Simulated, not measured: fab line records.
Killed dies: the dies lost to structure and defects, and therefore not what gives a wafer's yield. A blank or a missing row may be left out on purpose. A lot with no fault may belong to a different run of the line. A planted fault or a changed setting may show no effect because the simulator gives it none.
Lot-split experiment    flow n5 finfet    route with 1938 steps; 7 lots, 39 wafers read

ABOUT THE SPLIT
At N5_FIN_SAQP_HM_DEP_03 (deposits SiNx from SiH4/NH3/N2, target thk 38 nm, time 33.6 s), the setting time s was moved away from the recipe's 33.6 s on 15 of the 39 wafers read, by -40.3% to +44.5%. This setting was run at the recipe's value on the other wafers.

FROM THE SPLIT TO THE READING: what the file shows between them, 8 steps
- N5_FIN_SAQP_THK_MEAS_05
- N5_FIN_SAQP_PECVD_47: deposits a-Si from SiH4/He, target thk 45 nm, time 36.3 s
- N5_FIN_SAQP_PECVD_48: deposits SiNx from SiH4/NH3/N2, target thk 25 nm, time 22.1 s
- N5_FIN_SAQP_MANDREL2_REMOVE_60: chemistry HBr/Cl2/O2, target a-Si, stops on SiNx, bt time 10 s
- N5_FIN_SAQP_HM_OPEN_33: chemistry CH3F/O2, target SiNx, target depth 49.4 nm, time 70.6 s
- N5_FIN_SAQP_ETCH_34: etches SiO2 in C4F6/O2, target depth 45 nm, time 15 s
- N5_FIN_SAQP_STRIP_77: strips in N2/H2, time 90 s
- N5_FIN_SAQP_ETCH_64: etches SiO2 in CF4, target depth 1.5 nm

THE READING
SiNx_of_FIN_SAQP_HM_DEP_03.thk nm (the simulator's own value, which no gauge read), in nm, at N5_FIN_SAQP_FIN_ETCH_36 (etches the open film in HBr/Cl2/O2, target depth 120 nm, time 50.4 s). There is no usual value for it anywhere in the file. Here, 24 wafers ran the recipe; their average is 21.1 nm with a standard deviation of 0.56 nm.

wafer   tool, chamber at the split  time s as run, s  against the recipe  SiNx_of_FIN_SAQP_HM_DEP_03.thk nm, nm  against lot-mates on the recipe
L074.1  pecvd-03, 1                 45.38             +35.1%              32.8                                   +12.1
L074.2  pecvd-03, 0                 33.6              recipe              20.4                                   -
L074.3  pecvd-03, 2                 33.6              recipe              20.8                                   -
L074.4  pecvd-03, 0                 45.38             +35.1%              34.4                                   +13.7
L074.5  pecvd-03, 1                 33.6              recipe              21                                     -
L074.6  pecvd-03, 2                 45.38             +35.1%              33.4                                   +12.7
L077.2  pecvd-03, 1                 33.6              recipe              20.2                                   -
L077.4  pecvd-03, 0                 33.6              recipe              20.4                                   -
L077.5  pecvd-03, 1                 33.6              recipe              20.6                                   -
L079.1  pecvd-03, 2                 33.6              recipe              20.4                                   -
L079.2  pecvd-03, 0                 22.56             -32.9%              8.8                                    -12.1
L079.6  pecvd-03, 2                 22.56             -32.9%              8.8                                    -12.1
L079.3  pecvd-03, 1                 22.56             -32.9%              7.8                                    -13.1
L079.4  pecvd-03, 0                 33.6              recipe              20.8                                   -
L079.5  pecvd-03, 1                 33.6              recipe              21.6                                   -
L088.1  pecvd-02, 2                 33.6              recipe              20.6                                   -
L088.2  pecvd-02, 0                 26.09             -22.4%              12.2                                   -8.9
L088.3  pecvd-02, 1,2               26.09             -22.4%              13.2                                   -7.9
L088.4  pecvd-02, 0                 33.6              recipe              21                                     -
L088.5  pecvd-02, 1,2               26.09             -22.4%              12.6                                   -8.5
L088.6  pecvd-02, 1                 33.6              recipe              21.8                                   -
L090.1  pecvd-02, 1                 20.07             -40.3%              6                                      -15.7
L090.2  pecvd-02, 2                 20.07             -40.3%              6                                      -15.7
L090.4  pecvd-02, 1                 20.07             -40.3%              6                                      -15.7
L090.3  pecvd-02, 0                 33.6              recipe              21.6                                   -
L090.6  pecvd-02, 0                 33.6              recipe              21.6                                   -
L090.5  pecvd-02, 2                 33.6              recipe              21.8                                   -
L091.1  pecvd-01, 0                 33.6              recipe              20.6                                   -
L091.2  pecvd-01, 2                 33.6              recipe              20.6                                   -
L091.3  pecvd-01, 1                 33.6              recipe              21.2                                   -
L091.4  pecvd-01, 2                 33.6              recipe              21.2                                   -
L091.5  pecvd-01, 0                 33.6              recipe              22.2                                   -
L091.6  pecvd-01, 1                 33.6              recipe              21.8                                   -
L092.1  pecvd-01, 2                 48.56             +44.5%              38                                     +16.5
L092.2  pecvd-01, 0                 48.56             +44.5%              37.4                                   +15.9
L092.3  pecvd-01, 1                 33.6              recipe              21.6                                   -
L092.6  pecvd-01, 1                 33.6              recipe              21.6                                   -
L092.4  pecvd-01, 0                 48.56             +44.5%              38.4                                   +16.9
L092.5  pecvd-01, 2                 33.6              recipe              21.4                                   -
If several chambers appear in one row, that row covers several wafers at once and the file leaves open which wafer was in which chamber.

THE FIT
A straight line over all 39 wafers: SiNx_of_FIN_SAQP_HM_DEP_03.thk nm changes by +0.374 nm for each +1% of time s; r = +1.00; the points scatter about the line by 0.57 nm.
The same after taking each lot's own level away (the mean of its wafers on the recipe; 39 wafers): +0.375 nm for each +1%; r = +1.00; scatter 0.47 nm.
According to that fit, moving time s by its largest amount changes the reading by 17 nm.
The span of the lots' own levels, 20.40 to 21.67 nm, comes to 2.3 times the standard deviation stated above.
Hence the lot-to-lot level has little effect on the slope; both slopes agree.
Check: with one of the wafers moved furthest among these (+44.5%) left out of the fit, the line predicts +16.6 nm for it against its lot-mates. Against them it came out at +16.5 nm.

THE WHOLE CHAIN: every reading that the file lists as answering this split, in the file's order
step                     what it does                                                          reading                                                                             change (the file's fit)                r (the file's)
N5_FIN_SAQP_HM_DEP_03    deposits SiNx from SiH4/NH3/N2, target thk 38 nm, time 33.6 s         SiNx_of_FIN_SAQP_HM_DEP_03.thk nm (the simulator's own value, which no gauge read)  +0.374 nm for each +1% of the setting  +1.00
N5_FIN_SAQP_THK_MEAS_05                                                                        thk nm                                                                              withheld for each +1% of the setting   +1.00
N5_FIN_SAQP_HM_OPEN_33   chemistry CH3F/O2, target SiNx, target depth 49.4 nm, time 70.6 s     etch rf on time s                                                                   withheld for each +1% of the setting   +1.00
N5_FIN_SAQP_HM_OPEN_33   chemistry CH3F/O2, target SiNx, target depth 49.4 nm, time 70.6 s     etch.depth nm (the simulator's own value, which no gauge read)                      +0.373 nm for each +1% of the setting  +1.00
N5_FIN_SAQP_FIN_ETCH_36  etches the open film in HBr/Cl2/O2, target depth 120 nm, time 50.4 s  SiNx_of_FIN_SAQP_HM_DEP_03.thk nm (the simulator's own value, which no gauge read)  +0.376 nm for each +1% of the setting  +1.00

FILE'S OWN FIT
SiNx_of_FIN_SAQP_HM_DEP_03.thk nm changes by +0.376 nm for each +1% of time s, r = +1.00.
